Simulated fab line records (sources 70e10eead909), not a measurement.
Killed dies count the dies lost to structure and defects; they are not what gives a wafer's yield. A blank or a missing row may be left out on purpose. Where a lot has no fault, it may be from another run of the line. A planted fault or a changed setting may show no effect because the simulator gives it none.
Which of the tools did it? | flow nand harc | 12 lots with 36 wafers sampled at 5 steps, on a route of 1302 steps

## WHAT THE GAUGES SHOWED, per wafer
NHARC_P_GATE_INSPECT_68.
lot  | measured     | on                | raw defect count
L739 | day 5 18:00  | defect inspect-01 | 116 223 198
L740 | day 6 07:29  | defect inspect-02 | 224 209 238
L741 | day 6 15:02  | defect inspect-01 | 90 189 96
L743 | day 7 13:37  | defect inspect-01 | 173 220 148
L745 | day 8 15:41  | defect inspect-02 | 136 157 262
L753 | day 12 03:44 | defect inspect-01 | 113 165 191
L755 | day 12 14:26 | defect inspect-01 | 247 159 214
L756 | day 12 18:40 | defect inspect-02 | 329 202 150
L758 | day 13 20:34 | defect inspect-02 | 187 218 157
L760 | day 14 08:08 | defect inspect-01 | 100 121 86
L761 | day 14 21:44 | defect inspect-02 | 205 284 136
L762 | day 15 05:26 | defect inspect-01 | 156 202 190

NHARC_END_SORT_01.
lot  | measured     | on        | killed at array | killed at other | killed at periphery | killed dies | killed open | killed short
L739 | day 24 19:58 | prober-01 | 61 77 70        | 4 2 3           | 2 2 2               | 67 81 75    | 4 3 2       | 3 2 4
L740 | day 24 18:29 | prober-02 | 59 54 53        | 3 2 0           | 15 8 11             | 77 64 64    | 7 2 3       | 5 3 1
L741 | day 25 06:17 | prober-01 | 78 77 67        | 0 1 0           | 5 4 2               | 83 82 69    | 4 1 1       | 3 3 2
L743 | day 25 05:32 | prober-02 | 23 36 27        | 0 0 0           | 3 3 3               | 26 39 30    | 1 2 8       | 1 7 2
L745 | day 27 01:14 | prober-01 | 95 112 108      | 2 0 6           | 1 2 1               | 98 114 115  | 2 1 3       | 3 5 0
L753 | day 30 12:40 | prober-02 | 44 55 41        | 0 0 0           | 633 622 636         | 677 677 677 | 3 4 2       | 2 3 2
L755 | day 32 23:24 | prober-02 | 71 76 77        | 0 0 0           | 606 600 600         | 677 676 677 | 7 3 4       | 1 0 4
L756 | day 32 23:23 | prober-01 | 30 43 41        | 1 0 1           | 5 2 3               | 36 45 45    | 8 1 4       | 1 2 2
L758 | day 33 14:14 | prober-02 | 29 44 48        | 1 3 6           | 3 6 3               | 33 53 57    | 1 5 0       | 1 3 4
L760 | day 33 07:10 | prober-01 | 15 18 23        | 0 0 0           | 4 1 2               | 19 19 25    | 0 3 3       | 2 0 2
L761 | day 33 22:07 | prober-01 | 68 68 74        | 0 1 2           | 1 3 6               | 69 72 82    | 3 2 1       | 0 2 1
L762 | day 34 11:32 | prober-02 | 54 41 46        | 2 1 0           | 2 2 2               | 58 44 48    | 1 1 3       | 3 3 3

## EACH LOT AND THE TOOL THAT RAN IT (in order: tool; ch and the chambers of the sampled wafers; start)
lot  | NHARC_P_CONTACT_DEP_00                     | NHARC_P_CONTACT_ETCH_36            | NHARC_P_CONTACT_STRIP_28
L739 | pecvd-02 ch 0,1,2, day 5 20:00 or earlier  | rie diel-04 ch 0,3, day 5 20:00    | rie diel-07 ch 1,2,3, day 5 20:47
L740 | pecvd-01 ch 0,2, day 6 09:22 or earlier    | rie diel-07 ch 0,3, day 6 09:22    | rie diel-04 ch 1,2, day 6 10:05
L741 | pecvd-04 ch 0,1, day 6 16:56 or earlier    | rie diel-08 ch 0,1,3, day 6 16:56  | rie diel-04 ch 0,1,3, day 6 17:40
L743 | pecvd-02 ch 1,2, day 7 14:06               | rie diel-04 ch 0,2,3, day 7 15:55  | rie diel-08 ch 0,1,3, day 7 16:38
L745 | pecvd-04 ch 1,2, day 8 17:31 or earlier    | rie diel-08 ch 0,1,2, day 8 17:31  | rie diel-08 ch 0,2,3, day 8 18:19
L753 | pecvd-04 ch 1,2, day 12 05:37 or earlier   | rie diel-08 ch 0,1,3, day 12 05:37 | rie diel-07 ch 0,2,3, day 12 06:23
L755 | pecvd-01 ch 1,2, day 12 16:25 or earlier   | rie diel-08 ch 2,3, day 12 16:25   | rie diel-07 ch 1,2, day 12 17:11
L756 | pecvd-01 ch 0,1,2, day 12 20:38 or earlier | rie diel-07 ch 1,3, day 12 20:38   | rie diel-04 ch 0,1,2, day 12 21:25
L758 | pecvd-02 ch 1,2, day 13 22:35 or earlier   | rie diel-04 ch 0,1,2, day 13 22:35 | rie diel-07 ch 1,2,3, day 13 23:17
L760 | pecvd-04 ch 0,1, day 14 10:14 or earlier   | rie diel-07 ch 0,1,3, day 14 10:14 | rie diel-08 ch 0,2,3, day 14 10:58
L761 | pecvd-04 ch 0,1, day 14 23:35 or earlier   | rie diel-04 ch 0,2,3, day 14 23:35 | rie diel-08 ch 0,1,2, day 15 00:22
L762 | pecvd-02 ch 0,1, day 15 07:26 or earlier   | rie diel-07 ch 0,1,3, day 15 07:26 | rie diel-08 ch 1,2,3, day 15 08:11
- NHARC_P_CONTACT_DEP_00: deposits SiO2, target thk 500 nm.
- NHARC_P_CONTACT_ETCH_36: etches the open film in N2/H2, target depth 260 nm, time 406.25 s.
- NHARC_P_CONTACT_STRIP_28: strips in O2.

## AS READ BY THE TOOLS THEMSELVES (means over the sampled wafers that have a number; for cases with no such wafer, the mark the record gives instead)
NHARC_P_CONTACT_DEP_00.
lot  | tool     | heater power w (W) | throttle valve pct (%)
L739 | pecvd-02 | 581                | 15.5
L740 | pecvd-01 | 531                | 16.5
L741 | pecvd-04 | 617                | 15.8
L743 | pecvd-02 | 651                | 15.5
L745 | pecvd-04 | 667                | 15.7
L753 | pecvd-04 | 655                | 15.9
L755 | pecvd-01 | 682                | 16.8
L756 | pecvd-01 | 576                | 16.8
L758 | pecvd-02 | 741                | 15.6
L760 | pecvd-04 | 616                | 16.2
L761 | pecvd-04 | 582                | 15.9
L762 | pecvd-02 | 671                | 16.4

NHARC_P_CONTACT_ETCH_36.
lot  | tool        | drypump motor current A (A) | oes product au (a.u.) | rf vpp V (V) | showerhead plenum p Torr (Torr) | throttle valve pct (%)
L739 | rie diel-04 | 5.8                         | 1.011                 | 431.1        | 2.07                            | 14.174
L740 | rie diel-07 | 5.6                         | 1.008                 | 427.5        | 1.94                            | 14.173
L741 | rie diel-08 | 6.2                         | 1.010                 | 429.3        | 2.00                            | 14.162
L743 | rie diel-04 | 5.9                         | 1.005                 | 432.1        | 2.09                            | 14.170
L745 | rie diel-08 | 5.6                         | 1.000                 | 430.5        | 2.06                            | 14.171
L753 | rie diel-08 | 6.2                         | 0.836                 | 428.9        | 2.00                            | 14.171
L755 | rie diel-08 | 5.4                         | 0.832                 | 431.4        | 2.10                            | 14.165
L756 | rie diel-07 | 6.0                         | 1.009                 | 429.8        | 2.02                            | 14.159
L758 | rie diel-04 | 6.0                         | 0.992                 | 432.9        | 2.12                            | 14.175
L760 | rie diel-07 | 5.8                         | 0.999                 | 430.4        | 2.01                            | 14.170
L761 | rie diel-04 | 5.9                         | 0.990                 | 431.2        | 2.09                            | 14.168
L762 | rie diel-07 | 5.9                         | 1.001                 | 429.5        | 2.01                            | 14.171

NHARC_P_CONTACT_STRIP_28.
lot  | tool        | drypump motor current A (A) | oes product au (a.u.) | rf vpp V (V) | showerhead plenum p Torr (Torr) | throttle valve pct (%)
L739 | rie diel-07 | 6.1                         | 1.002                 | 57.7         | 3.54                            | 17.034
L740 | rie diel-04 | 6.3                         | 0.993                 | 57.2         | 3.67                            | 17.035
L741 | rie diel-04 | 6.0                         | 1.005                 | 58.7         | 3.60                            | 17.034
L743 | rie diel-08 | 6.2                         | 1.002                 | 57.4         | 3.47                            | 17.041
L745 | rie diel-08 | 5.8                         | 1.009                 | 57.7         | 3.49                            | 17.028
L753 | rie diel-07 | 5.6                         | 1.002                 | 57.1         | 3.40                            | 17.039
L755 | rie diel-07 | 6.0                         | 0.999                 | 58.4         | 3.57                            | 17.042
L756 | rie diel-04 | 5.9                         | 0.992                 | 57.8         | 3.65                            | 17.034
L758 | rie diel-07 | 6.0                         | 1.003                 | 57.2         | 3.53                            | 17.042
L760 | rie diel-08 | 5.8                         | 1.003                 | 57.4         | 3.49                            | 17.028
L761 | rie diel-08 | 5.6                         | 1.005                 | 57.0         | 3.56                            | 17.030
L762 | rie diel-08 | 5.8                         | 0.997                 | 58.1         | 3.59                            | 17.019

## THE ANSWER, worked out from the rows above alone
Rule: the usual values come from the lots themselves. The widest of any qualifying gaps counts: lots, ordered by their means at a reading, are off when they make up no more than a third of the lots, leave a main group of 4 or more, and stand apart from it by 3 or more times the standard deviation of that group's means. Not used: any main group whose means are identical at the precision the tables above print for the reading. A lot without any number at a reading at which 4 lots or more have one is off too. All remaining lots with rows at the step are treated as sound. Order of review: gauges by route order, followed by the tools' own readings, for which a lot's mean as printed above is used. The first step at which some lot is off is used, and at that step the reading that is off furthest; a lot without a number counts as furthest.
Off: L753, L755, at NHARC_END_SORT_01 (killed at periphery). Main group: mean 3.6, sd 2.7.
If a tool, at a process step before that reading, ran all the lots that are off and no sound lot after the first of them, it fits. The gauges at NHARC_END_SORT_01 aren't tried: what is off there is off at NHARC_P_CONTACT_ETCH_36 too, on other tools, and a gauge's error can't cause that. NHARC_P_CONTACT_DEP_00: start missing for some lots; hours and lot order therefore follow NHARC_P_CONTACT_ETCH_36. One fits: rie diel-08 at NHARC_P_CONTACT_ETCH_36. Its last sound lot is L745 (day 8 17:31), its first lot that is off L753 (day 12 05:37): a fault that began between those two fits.
The tool's own readings at NHARC_P_CONTACT_ETCH_36 bear it out: on the lots that are off they differ by more than 5 times the standard deviation of the sound lots' means. oes product au reads 0.834 a.u. there against 1.002 a.u. on the sound lots.

## WHAT THE SIMULATOR HAD INSERTED
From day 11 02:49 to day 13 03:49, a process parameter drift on rie diel-08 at NHARC_P_CONTACT_ETCH_36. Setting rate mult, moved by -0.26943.
Lots struck among those shown: L753, L755. The rule given above showed the same thing.
